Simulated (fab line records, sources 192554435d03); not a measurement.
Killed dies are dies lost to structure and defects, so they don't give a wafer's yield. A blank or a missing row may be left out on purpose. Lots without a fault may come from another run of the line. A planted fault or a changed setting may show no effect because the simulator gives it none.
Problem report in the 8D (eight disciplines) form, filled by code | flow n5_finfet | the parts of the form that need people (team, actions taken, sign-off) are left out

1. THE PROBLEM
killed_at_M4_up at N5_PASSIVATION_PROBE_49 reads a mean of 85 on 6 wafers of 2 lots; wafers without a fault read 14 with a standard deviation of 5.6. That is +13 standard deviations from the usual mean.
First seen on wafer L808.1, day 15 04:48, on prober-01. The record holds 12 wafers of 4 lots with a number at this step. Rule for "out", or "out of limits": more than 4 standard deviations from the usual mean. The other wafers with a number count as sound.

2. WHAT IT IS AND WHAT IT IS NOT
question                    | is                     | is not
which readings at this step | killed_at_M4_up        | killed_at_M0_to_M3, killed_at_contacts, killed_at_front_end, killed_at_other, killed_open, killed_short, sort_bin_6_memory
which lots                  | L808, L811             | L797, L815
which wafers of those lots  | all that have a number | -
read on which tools         | prober-01, prober-02   | -
when                        | from day 15 04:48      | up to then (3 sound wafers); but 3 sound wafers of L815 came after

3. SUSPECTS, AND WHAT RULES EACH OUT
Counting: a tool at a process step up to the reading stays a suspect if it ran every lot that is out and no sound lot after the first of them.
- pvd_sputter-03 at N5_BEOL_M11_SPUTTER_48 (material Cu, target thk 12 nm, time 2 s): kept. It ran every lot that is out, first L808 (day 13 14:45), and no sound lot after that; its last sound lot up to then is L797 (day 10 08:33).
Left after counting: pvd_sputter-03 at N5_BEOL_M11_SPUTTER_48.

4. THE CAUSE (what the simulator had put in)
Chamber particle source: pvd_sputter-03, from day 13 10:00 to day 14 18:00, at N5_BEOL_M11_SPUTTER_48. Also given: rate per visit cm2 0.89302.
Counting left only this tool.

5. THE CHAIN OF EFFECTS, in route order
Each row: a reading whose mean over the struck wafers that have a number lies more than 3 standard deviations from the usual. Only readings for which the record gives a usual standard deviation are gone through. hours: the time from each lot's start at the first step in this table that gives one to its start at this step, as a median over the lots. sigmas: the change in usual standard deviations.
hours | step                    | reading              | usual  | on struck wafers | change | sigmas
0     | N5_PASSIVATION_PROBE_49 | defect_limited_yield | 91.4 % | 85.7             | -5.7   | -4.1
0     | N5_PASSIVATION_PROBE_49 | killed_at_M4_up      | 14     | 85               | +71    | +13
0     | N5_PASSIVATION_PROBE_49 | killed_dies          | 101    | 169              | +68    | +4.3
0     | N5_PASSIVATION_PROBE_49 | killed_on_rim        | 13     | 29               | +16    | +4.1
0     | N5_PASSIVATION_PROBE_49 | sort_bin_5_function  | 5.1 %  | 9.0              | +3.9   | +4.4
0     | N5_PASSIVATION_PROBE_49 | sort_n_pass          | 1079   | 1011             | -68    | -4.3
0     | N5_PASSIVATION_PROBE_49 | sort_yield_pct       | 91.4 % | 85.7             | -5.7   | -4.1
The process steps in it:
- N5_PASSIVATION_PROBE_49

6. WHAT WOULD HAVE CAUGHT IT SOONER
In this record the first reading out of limits was taken at day 15 04:48, 43 hours after the fault began at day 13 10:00.
Of the tool readings at N5_BEOL_M11_SPUTTER_48 for which the record gives a usual standard deviation, none was out on any struck wafer, so an alarm limit of 4 standard deviations on them would not have fired.
All the lots that are out (2) had begun N5_BEOL_M11_SPUTTER_48 on pvd_sputter-03 by day 15 04:48. A hold on the tool at that time would have spared none of them.
